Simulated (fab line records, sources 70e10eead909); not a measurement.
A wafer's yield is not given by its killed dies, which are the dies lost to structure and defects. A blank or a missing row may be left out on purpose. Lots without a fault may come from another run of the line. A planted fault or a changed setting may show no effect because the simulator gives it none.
Check of tool commonality / flow nand harc / Lots sampled 12, wafers sampled 36

WHY THIS WAS OPENED
Flagged at NHARC_P_ZERO_WELL_CD_MEAS_52: reading cd nm, on 1 of 12 lots. Fault-free wafers read 2000.0 nm, with a standard deviation of 1.8.
Rule: a lot gets a flag if all its wafers with a number sit over 4 standard deviations from that mean, or if no wafer of it has a number. As for the other lots, they are considered sound.

lot=L414; measured=day 1 17:47; on=cd sem-03; cd nm (nm), wafer by wafer=1998.8 1999.1 1997.8; flag=
lot=L415; measured=day 1 23:22; on=cd sem-01; cd nm (nm), wafer by wafer=1998.9 1999.4 2000.0; flag=
lot=L417; measured=day 2 11:55; on=cd sem-02; cd nm (nm), wafer by wafer=2001.5 2003.1 2001.2; flag=
lot=L419; measured=day 2 23:50; on=cd sem-03; cd nm (nm), wafer by wafer=1712.3 1711.4 1710.2; flag=FLAGGED
lot=L421; measured=day 3 11:44; on=cd sem-01; cd nm (nm), wafer by wafer=1998.1 2001.2 1997.7; flag=
lot=L430; measured=day 5 17:46; on=cd sem-03; cd nm (nm), wafer by wafer=2003.2 2003.4 2001.6; flag=
lot=L431; measured=day 5 23:58; on=cd sem-03; cd nm (nm), wafer by wafer=2002.7 2000.8 1998.9; flag=
lot=L432; measured=day 6 05:52; on=cd sem-02; cd nm (nm), wafer by wafer=1999.8 2004.4 1999.9; flag=
lot=L433; measured=day 6 11:44; on=cd sem-01; cd nm (nm), wafer by wafer=2000.0 2000.6 2000.8; flag=
lot=L435; measured=day 6 23:54; on=cd sem-02; cd nm (nm), wafer by wafer=1998.9 2000.3 1996.5; flag=
lot=L436; measured=day 7 05:51; on=cd sem-03; cd nm (nm), wafer by wafer=2003.2 2000.5 2002.9; flag=
lot=L437; measured=day 7 11:30; on=cd sem-01; cd nm (nm), wafer by wafer=2002.2 1998.0 1998.6; flag=
Averaged over the flagged lots the numbers come to 1711.3 nm, -288.7 nm from the usual (-99 or more standard deviations).

TOOL THAT RAN EACH LOT
The record keeps 1 process step preceding the reading, out of 1159 steps on the route. Read each cell as the tool, then ch plus the chambers that the sampled wafers visited, then the start.
lot=L414; flag=; NHARC_P_ZERO_WELL_EXPOSE_49=krf scanner-02 ch 0, day 1 17:38
lot=L415; flag=; NHARC_P_ZERO_WELL_EXPOSE_49=krf scanner-02 ch 0, day 1 23:13
lot=L417; flag=; NHARC_P_ZERO_WELL_EXPOSE_49=krf scanner-02 ch 0, day 2 11:46
lot=L419; flag=FLAGGED; NHARC_P_ZERO_WELL_EXPOSE_49=krf scanner-03 ch 0, day 2 23:40
lot=L421; flag=; NHARC_P_ZERO_WELL_EXPOSE_49=krf scanner-02 ch 0, day 3 11:35
lot=L430; flag=; NHARC_P_ZERO_WELL_EXPOSE_49=krf scanner-02 ch 0, day 5 17:37
lot=L431; flag=; NHARC_P_ZERO_WELL_EXPOSE_49=krf scanner-03 ch 0, day 5 23:48
lot=L432; flag=; NHARC_P_ZERO_WELL_EXPOSE_49=krf scanner-02 ch 0, day 6 05:43
lot=L433; flag=; NHARC_P_ZERO_WELL_EXPOSE_49=krf scanner-03 ch 0, day 6 11:35
lot=L435; flag=; NHARC_P_ZERO_WELL_EXPOSE_49=krf scanner-01 ch 0, day 6 23:44
lot=L436; flag=; NHARC_P_ZERO_WELL_EXPOSE_49=krf scanner-03 ch 0, day 7 05:41
lot=L437; flag=; NHARC_P_ZERO_WELL_EXPOSE_49=krf scanner-02 ch 0, day 7 11:20
These steps, and what they do:
- NHARC_P_ZERO_WELL_EXPOSE_49: exposes mask P HVPW, target cd 2000 nm.
- NHARC_P_ZERO_WELL_CD_MEAS_52: target cd 2000 nm.

FLAGGED OVER TOTAL, TOOL BY TOOL (the gauges that took the reading come last)
step=NHARC_P_ZERO_WELL_EXPOSE_49; tool=krf scanner-01; lots run=1; flagged=0; share of the flagged lots=none; sound lots run after its first flagged lot=-
step=NHARC_P_ZERO_WELL_EXPOSE_49; tool=krf scanner-02; lots run=7; flagged=0; share of the flagged lots=none; sound lots run after its first flagged lot=-
step=NHARC_P_ZERO_WELL_EXPOSE_49; tool=krf scanner-03; lots run=4; flagged=1; share of the flagged lots=all; sound lots run after its first flagged lot=3 (L431,L433,L436)
step=NHARC_P_ZERO_WELL_CD_MEAS_52; tool=cd sem-01; lots run=4; flagged=0; share of the flagged lots=none; sound lots run after its first flagged lot=-
step=NHARC_P_ZERO_WELL_CD_MEAS_52; tool=cd sem-02; lots run=3; flagged=0; share of the flagged lots=none; sound lots run after its first flagged lot=-
step=NHARC_P_ZERO_WELL_CD_MEAS_52; tool=cd sem-03; lots run=5; flagged=1; share of the flagged lots=all; sound lots run after its first flagged lot=3 (L430,L431,L436)

WHAT THE TABLE ALLOWS
Rows of the table that ran all the flagged lots, 2 in number: krf scanner-03 at NHARC_P_ZERO_WELL_EXPOSE_49; cd sem-03 at NHARC_P_ZERO_WELL_CD_MEAS_52.
- krf scanner-03 at NHARC_P_ZERO_WELL_EXPOSE_49: 1 of its 4 lots flagged. After the first flagged lot (L431, L433, L436), sound lots still ran on it; a lasting fault on the whole tool would not permit that.
- cd sem-03 at NHARC_P_ZERO_WELL_CD_MEAS_52: 1 of its 5 lots flagged. After the first flagged lot (L430, L431, L436), sound lots still ran on it; a lasting fault on the whole tool would not permit that.
No row of the table ran every flagged lot and no sound lot after the first.

WHAT HAD BEEN PUT IN BY THE SIMULATOR
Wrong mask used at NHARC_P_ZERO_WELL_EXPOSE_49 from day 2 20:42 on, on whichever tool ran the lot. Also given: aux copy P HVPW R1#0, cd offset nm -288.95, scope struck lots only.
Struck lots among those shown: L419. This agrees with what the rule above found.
